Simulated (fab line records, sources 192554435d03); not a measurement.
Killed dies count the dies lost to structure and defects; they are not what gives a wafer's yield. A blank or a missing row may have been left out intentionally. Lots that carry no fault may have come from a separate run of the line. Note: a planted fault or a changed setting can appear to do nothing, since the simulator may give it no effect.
The tool behind it: which one? + flow n5_finfet + Sampling: 24 lots, 72 wafers, 5 of 1938 route steps

## WHAT THE GAUGES READ, wafer by wafer
N5_BEOL_M6_CD_MEAS_35: target cd 40 nm, target cd y 28 nm. Usual: cd_nm 40.2 nm, standard deviation 0.54.
| lot  | measured     | on        | cd_nm (nm)     | flag |
|------|--------------|-----------|----------------|------|
| L074 | day 8 14:38  | cd_sem-03 | 40.9 40.3 40.7 |      |
| L075 | day 8 23:33  | cd_sem-01 | 39.3 39.8 40.0 |      |
| L076 | day 9 08:14  | cd_sem-03 | 40.2 41.1 40.6 |      |
| L077 | day 9 19:01  | cd_sem-01 | 39.4 39.5 39.6 |      |
| L079 | day 10 05:04 | cd_sem-02 | 40.8 41.6 41.0 |      |
| L080 | day 10 11:13 | cd_sem-02 | 41.0 40.2 40.6 |      |
| L078 | day 10 11:36 | cd_sem-02 | 39.4 40.1 39.8 |      |
| L081 | day 10 15:46 | cd_sem-02 | 39.9 40.3 40.3 |      |
| L082 | day 10 18:25 | cd_sem-01 | 40.4 39.7 41.0 |      |
| L085 | day 11 12:13 | cd_sem-02 | 39.9 40.7 40.9 |      |
| L084 | day 11 16:19 | cd_sem-03 | 40.0 40.6 40.5 |      |
| L083 | day 11 18:21 | cd_sem-03 | 39.4 40.3 40.9 |      |
| L087 | day 12 01:16 | cd_sem-02 | 39.9 40.8 39.3 |      |
| L086 | day 12 03:34 | cd_sem-03 | 40.4 41.0 40.9 |      |
| L088 | day 12 14:45 | cd_sem-01 | 39.3 39.9 39.6 |      |
| L090 | day 12 16:05 | cd_sem-03 | 40.0 40.4 40.2 |      |
| L091 | day 13 01:28 | cd_sem-02 | 40.1 39.7 39.8 |      |
| L089 | day 13 09:23 | cd_sem-02 | 39.8 39.5 39.4 |      |
| L092 | day 13 15:13 | cd_sem-03 | 40.7 39.8 40.2 |      |
| L093 | day 13 19:11 | cd_sem-03 | 39.7 40.6 39.7 |      |
| L094 | day 13 22:29 | cd_sem-01 | 40.3 40.5 40.5 |      |
| L095 | day 14 09:07 | cd_sem-02 | 40.0 39.8 39.8 |      |
| L096 | day 14 14:52 | cd_sem-03 | 40.8 39.9 40.2 |      |
| L097 | day 14 23:59 | cd_sem-03 | 39.5 40.1 39.7 |      |

N5_BEOL_M6_THK_MEAS_53: measures by xrf. Usual: M6_THK typically reads 79.4 nm, with standard deviation 1.9.
| lot  | measured     | on            | M6_THK (nm)    | flag |
|------|--------------|---------------|----------------|------|
| L074 | day 8 17:48  | film_metro-01 | 79.8 78.3 81.5 |      |
| L075 | day 9 03:25  | film_metro-01 | 80.0 81.9 80.2 |      |
| L076 | day 9 10:59  | film_metro-02 | 78.5 78.5 77.4 |      |
| L077 | day 9 21:41  | film_metro-02 | 80.5 77.0 76.4 |      |
| L079 | day 10 07:59 | film_metro-01 | 76.8 81.0 81.6 |      |
| L080 | day 10 13:58 | film_metro-01 | 81.2 75.7 79.0 |      |
| L078 | day 10 14:25 | film_metro-02 | 77.5 81.3 79.2 |      |
| L081 | day 10 19:07 | film_metro-02 | 78.1 80.4 76.8 |      |
| L082 | day 10 21:33 | film_metro-02 | 78.7 79.2 81.4 |      |
| L085 | day 11 14:51 | film_metro-01 | 80.4 79.5 81.9 |      |
| L084 | day 11 18:52 | film_metro-01 | 77.9 78.7 77.9 |      |
| L083 | day 11 21:04 | film_metro-02 | 74.9 80.6 75.8 |      |
| L087 | day 12 04:04 | film_metro-01 | 81.3 77.1 80.5 |      |
| L086 | day 12 05:45 | film_metro-01 | 81.5 78.4 78.0 |      |
| L088 | day 12 18:28 | film_metro-02 | 79.4 76.5 80.5 |      |
| L090 | day 12 19:12 | film_metro-02 | 78.9 77.0 75.5 |      |
| L091 | day 13 04:23 | film_metro-01 | 81.0 78.3 78.2 |      |
| L089 | day 13 12:04 | film_metro-01 | 81.4 80.1 81.2 |      |
| L092 | day 13 17:39 | film_metro-02 | 80.9 79.5 82.8 |      |
| L093 | day 13 23:21 | film_metro-01 | 82.3 82.5 80.0 |      |
| L094 | day 14 02:22 | film_metro-02 | 80.0 80.6 81.1 |      |
| L095 | day 14 12:36 | film_metro-02 | 80.4 80.6 78.0 |      |
| L096 | day 14 17:40 | film_metro-01 | 78.3 78.9 80.6 |      |
| L097 | day 15 02:13 | film_metro-02 | 80.3 83.0 82.6 |      |

N5_BEOL_M7_INSPECT_13: inspects for defects (brightfield). Usual: raw_defect_count 413, standard deviation 88.
| lot  | measured     | on                | raw_defect_count | flag |
|------|--------------|-------------------|------------------|------|
| L074 | day 8 19:26  | defect_inspect-01 | 305 302 406      |      |
| L075 | day 9 05:11  | defect_inspect-01 | 433 494 423      |      |
| L076 | day 9 13:07  | defect_inspect-02 | 408 315 477      |      |
| L077 | day 10 00:22 | defect_inspect-01 | 651 642 663      |      |
| L079 | day 10 11:59 | defect_inspect-01 | 487 367 492      |      |
| L080 | day 10 17:20 | defect_inspect-01 | 445 356 437      |      |
| L078 | day 10 17:35 | defect_inspect-02 | 471 455 481      |      |
| L081 | day 10 21:29 | defect_inspect-01 | 350 415 333      |      |
| L082 | day 11 01:00 | defect_inspect-02 | 515 529 542      |      |
| L085 | day 11 17:03 | defect_inspect-01 | 411 402 398      |      |
| L084 | day 11 22:04 | defect_inspect-02 | 388 316 397      |      |
| L083 | day 11 23:11 | defect_inspect-02 | 461 390 451      |      |
| L087 | day 12 05:32 | defect_inspect-02 | 398 425 396      |      |
| L086 | day 12 08:23 | defect_inspect-02 | 441 458 350      |      |
| L088 | day 12 21:30 | defect_inspect-02 | 291 342 274      |      |
| L090 | day 12 21:39 | defect_inspect-02 | 412 488 432      |      |
| L091 | day 13 06:23 | defect_inspect-01 | 464 309 308      |      |
| L089 | day 13 15:49 | defect_inspect-01 | 343 369 675      |      |
| L092 | day 13 19:09 | defect_inspect-02 | 365 378 475      |      |
| L093 | day 14 00:59 | defect_inspect-01 | 294 343 357      |      |
| L094 | day 14 04:07 | defect_inspect-01 | 438 423 421      |      |
| L095 | day 14 15:20 | defect_inspect-02 | 253 322 310      |      |
| L096 | day 14 20:38 | defect_inspect-02 | 307 247 382      |      |
| L097 | day 15 05:17 | defect_inspect-02 | 594 603 411      |      |

## EACH LOT AND THE TOOL THAT RAN IT (in order: tool; ch and the chambers of the sampled wafers; start)
| lot  | N5_BEOL_M6_SPUTTER_48        | N5_BEOL_M6_CMP_52             |
|------|------------------------------|-------------------------------|
| L074 | pvd_sputter-03, day 8 17:00  | cmp-04 ch 1,2,3, day 8 17:33  |
| L075 | pvd_sputter-02, day 9 02:37  | cmp-01 ch 1,2,3, day 9 03:10  |
| L076 | pvd_sputter-03, day 9 09:44  | cmp-01 ch 0,1, day 9 10:41    |
| L077 | pvd_sputter-01, day 9 20:53  | cmp-03 ch 2,3, day 9 21:23    |
| L079 | pvd_sputter-02, day 10 06:51 | cmp-03 ch 1,3, day 10 07:43   |
| L080 | pvd_sputter-03, day 10 12:45 | cmp-04 ch 0,1,3, day 10 13:41 |
| L078 | pvd_sputter-03, day 10 13:00 | cmp-04 ch 2,3, day 10 14:10   |
| L081 | pvd_sputter-03, day 10 17:56 | cmp-04 ch 0,1,2, day 10 18:53 |
| L082 | pvd_sputter-01, day 10 20:45 | cmp-01 ch 0,2, day 10 21:16   |
| L085 | pvd_sputter-02, day 11 13:37 | cmp-03 ch 0,1,3, day 11 14:33 |
| L084 | pvd_sputter-03, day 11 17:47 | cmp-01 ch 1,3, day 11 18:37   |
| L083 | pvd_sputter-03, day 11 20:16 | cmp-01 ch 1,2,3, day 11 20:50 |
| L087 | pvd_sputter-03, day 12 03:16 | cmp-04 ch 0,1,3, day 12 03:46 |
| L086 | pvd_sputter-02, day 12 04:46 | cmp-04 ch 0,1,3, day 12 05:30 |
| L088 | pvd_sputter-01, day 12 17:39 | cmp-01 ch 2,3, day 12 18:10   |
| L090 | pvd_sputter-03, day 12 18:23 | cmp-04 ch 0,1,2, day 12 18:55 |
| L091 | pvd_sputter-02, day 13 02:48 | cmp-01 ch 0,3, day 13 04:06   |
| L089 | pvd_sputter-03, day 13 10:40 | cmp-04 ch 0,1, day 13 11:46   |
| L092 | pvd_sputter-02, day 13 16:20 | cmp-03 ch 0,2, day 13 17:21   |
| L093 | pvd_sputter-03, day 13 22:33 | cmp-01 ch 0,1,3, day 13 23:04 |
| L094 | pvd_sputter-02, day 14 00:12 | cmp-01 ch 1,2,3, day 14 02:09 |
| L095 | pvd_sputter-03, day 14 11:47 | cmp-01 ch 2,3, day 14 12:18   |
| L096 | pvd_sputter-03, day 14 16:47 | cmp-01 ch 0,1,2, day 14 17:22 |
| L097 | pvd_sputter-01, day 15 01:21 | cmp-03 ch 0,2,3, day 15 01:55 |
- N5_BEOL_M6_SPUTTER_48: material Cu, target thk 10 nm, time 1.667 s.
- N5_BEOL_M6_CMP_52: polishes, stops on SiCOH lowk, t overpolish 6.9 s, target thk 80 nm.

## AS READ BY THE TOOLS THEMSELVES (means over the sampled wafers that have a number; for cases with no such wafer, the mark the record gives instead)
N5_BEOL_M6_SPUTTER_48. Usual: bias_v 59.9 V, standard deviation 0.59; throttle_valve_pct 30.3 %, standard deviation 0.39.
| lot  | tool           | bias_v (V) | throttle_valve_pct (%) | flag |
|------|----------------|------------|------------------------|------|
| L074 | pvd_sputter-03 | 59.8       | 30.1                   |      |
| L075 | pvd_sputter-02 | 59.9       | 30.8                   |      |
| L076 | pvd_sputter-03 | 59.7       | 29.9                   |      |
| L077 | pvd_sputter-01 | 59.7       | 30.2                   |      |
| L079 | pvd_sputter-02 | 59.9       | 30.6                   |      |
| L080 | pvd_sputter-03 | 59.8       | 30.2                   |      |
| L078 | pvd_sputter-03 | 60.4       | 30.2                   |      |
| L081 | pvd_sputter-03 | 59.7       | 30.3                   |      |
| L082 | pvd_sputter-01 | 59.6       | 30.4                   |      |
| L085 | pvd_sputter-02 | 60.2       | 30.6                   |      |
| L084 | pvd_sputter-03 | 60.0       | 30.2                   |      |
| L083 | pvd_sputter-03 | 59.6       | 30.1                   |      |
| L087 | pvd_sputter-03 | 59.5       | 30.0                   |      |
| L086 | pvd_sputter-02 | 59.6       | 30.6                   |      |
| L088 | pvd_sputter-01 | 60.3       | 30.2                   |      |
| L090 | pvd_sputter-03 | 59.4       | 30.2                   |      |
| L091 | pvd_sputter-02 | 60.1       | 30.7                   |      |
| L089 | pvd_sputter-03 | 59.5       | 30.2                   |      |
| L092 | pvd_sputter-02 | 60.5       | 31.1                   |      |
| L093 | pvd_sputter-03 | 60.7       | 30.3                   |      |
| L094 | pvd_sputter-02 | 60.4       | 30.7                   |      |
| L095 | pvd_sputter-03 | 60.0       | 29.9                   |      |
| L096 | pvd_sputter-03 | 60.2       | 30.0                   |      |
| L097 | pvd_sputter-01 | 60.1       | 30.2                   |      |

N5_BEOL_M6_CMP_52. Usual: barrier_field_endpoint_s 29.3 s, standard deviation 0.62; clearing_platen_down_force_psi 1.5001 psi, standard deviation 0.0028; head_pressure_psi 1.0001 psi, standard deviation 0.0021; motor_current_A 5.9 A, standard deviation 0.64; overpolish_run_s 6.900 s, standard deviation 0.01; time_to_endpoint_s 63.3 s, standard deviation 2.4.
| lot  | tool   | barrier_field_endpoint_s (s) | clearing_platen_down_force_psi (psi) | head_pressure_psi (psi) | motor_current_A (A) | overpolish_run_s (s) | time_to_endpoint_s (s) | flag |
|------|--------|------------------------------|--------------------------------------|-------------------------|---------------------|----------------------|------------------------|------|
| L074 | cmp-04 | 29.8                         | 1.5006                               | 1.0006                  | 5.9                 | 6.897                | 66.5                   |      |
| L075 | cmp-01 | 28.7                         | 1.5013                               | 0.9986                  | 5.3                 | 6.889                | 61.5                   |      |
| L076 | cmp-01 | 28.5                         | 1.4998                               | 0.9992                  | 5.7                 | 6.904                | 63.7                   |      |
| L077 | cmp-03 | 29.7                         | 1.5039                               | 0.9996                  | 7.2                 | 6.911                | 66.5                   |      |
| L079 | cmp-03 | 29.9                         | 1.4985                               | 0.9997                  | 5.8                 | 6.895                | 63.9                   |      |
| L080 | cmp-04 | 29.2                         | 1.5006                               | 1.0004                  | 5.9                 | 6.902                | 62.1                   |      |
| L078 | cmp-04 | 29.3                         | 1.4962                               | 0.9998                  | 5.6                 | 6.901                | 62.4                   |      |
| L081 | cmp-04 | 29.5                         | 1.4981                               | 1.0023                  | 6.0                 | 6.893                | 62.4                   |      |
| L082 | cmp-01 | 29.0                         | 1.5006                               | 1.0014                  | 5.8                 | 6.898                | 63.6                   |      |
| L085 | cmp-03 | 29.5                         | 1.5014                               | 0.9986                  | 6.4                 | 6.893                | 65.2                   |      |
| L084 | cmp-01 | 29.3                         | 1.5013                               | 0.9999                  | 5.3                 | 6.898                | 61.5                   |      |
| L083 | cmp-01 | 29.5                         | 1.4998                               | 1.0018                  | 5.4                 | 6.909                | 64.6                   |      |
| L087 | cmp-04 | 29.6                         | 1.4997                               | 0.9985                  | 6.1                 | 6.906                | 65.4                   |      |
| L086 | cmp-04 | 29.1                         | 1.5023                               | 0.9989                  | 5.9                 | 6.905                | 63.8                   |      |
| L088 | cmp-01 | 28.7                         | 1.4976                               | 1.0008                  | 5.5                 | 6.911                | 59.7                   |      |
| L090 | cmp-04 | 28.9                         | 1.5009                               | 0.9991                  | 6.0                 | 6.906                | 60.8                   |      |
| L091 | cmp-01 | 29.1                         | 1.4986                               | 0.9991                  | 5.7                 | 6.897                | 61.1                   |      |
| L089 | cmp-04 | 29.0                         | 1.5012                               | 0.9991                  | 6.2                 | 6.898                | 63.7                   |      |
| L092 | cmp-03 | 29.0                         | 1.4995                               | 1.0001                  | 6.7                 | 6.906                | 64.6                   |      |
| L093 | cmp-01 | 29.1                         | 1.4995                               | 0.9995                  | 5.6                 | 6.896                | 64.0                   |      |
| L094 | cmp-01 | 29.2                         | 1.4983                               | 1.0002                  | 5.3                 | 6.898                | 64.2                   |      |
| L095 | cmp-01 | 29.7                         | 1.4990                               | 1.0009                  | 5.3                 | 6.900                | 61.9                   |      |
| L096 | cmp-01 | 29.4                         | 1.5004                               | 1.0009                  | 5.7                 | 6.900                | 61.8                   |      |
| L097 | cmp-03 | 29.8                         | 1.5036                               | 1.0002                  | 7.0                 | 6.905                | 65.3                   |      |

## THE ANSWER, worked out from the rows above alone
Rule: a lot counts as off when the mean over its wafers that have a number is more than 3 standard deviations away from the usual mean. Also off: a lot with no number at a reading for which 4 or more lots have one. Where the step has rows for the other lots, those lots are counted as sound. First the gauges in route order, then the tools' own readings, where a lot's mean is used as printed above. The first step at which some lot is off is used, and at that step the reading that is off furthest; a lot without a number counts as furthest.
None of the lots is off at any reading shown; this tells nothing.

## WHAT THE SIMULATOR HAD PUT IN
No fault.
